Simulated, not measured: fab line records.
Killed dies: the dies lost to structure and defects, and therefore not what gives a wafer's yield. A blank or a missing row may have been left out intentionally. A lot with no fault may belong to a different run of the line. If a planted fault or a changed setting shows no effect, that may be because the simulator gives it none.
Matching of chambers | flow n5 finfet | N5_FIN_SAQP_PECVD_48 on pecvd-04 has 3 sister chambers
The step deposits SiNx from SiH4/NH3/N2, target thk 25 nm, time 22.1 s. 6 wafers are shown with their chamber, then 9 later ones without.

== WAFERS PAIRED WITH THEIR CHAMBERS ==
wafer  | chamber | throttle valve pct (%) | heater power w (W)
L087.1 | 1       | 39.3                   | 609
L087.2 | 0       | 39.6                   | 719
L087.5 | 2       | 40.5                   | 842
L088.1 | 1       | 39.4                   | 584
L088.5 | 2       | 40.5                   | 724
L088.6 | 0       | 39.8                   | 798

== WAFERS WITHOUT THEIR CHAMBER ==
wafer  | throttle valve pct (%) | heater power w (W)
L092.2 | 39.8                   | 781
L092.3 | 39.3                   | 640
L092.6 | 39.2                   | 633
L093.2 | 40.6                   | 875
L093.5 | 40.3                   | 852
L093.6 | 39.7                   | 528
L096.3 | 39.6                   | 546
L096.4 | 40.0                   | 758
L096.5 | 39.5                   | 546

== THE CHAMBER EACH PASSED THROUGH ==
wafer  | from the rows above     | in truth
L092.2 | 0                       | 0
L092.3 | 1                       | 1
L092.6 | 1                       | 1
L093.2 | 2                       | 2
L093.5 | 2                       | 2
L093.6 | can't be placed: 0 or 1 | 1
L096.3 | can't be placed: 1 or 0 | 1
L096.4 | 0                       | 0
L096.5 | 1                       | 1
Placed correctly: 7 of 9. These rows do not allow placing 2 (true chamber among the candidates in 2). 0 placed wrongly.
How it was worked out, from the rows above alone: a wafer's distance from a chamber is the root of the sum, over the readings, of the square of ((its reading less the chamber's mean) divided by the reading's scatter). If the next closest chamber is less than 2 further off than the closest, the wafer can't be placed; otherwise it belongs to the closest. For every chamber, the mean is computed from those of its wafers that are shown. The scatter: the root of (the sum of the squares of (reading less its chamber's mean) over the shown wafers, divided by (wafers less chambers)).
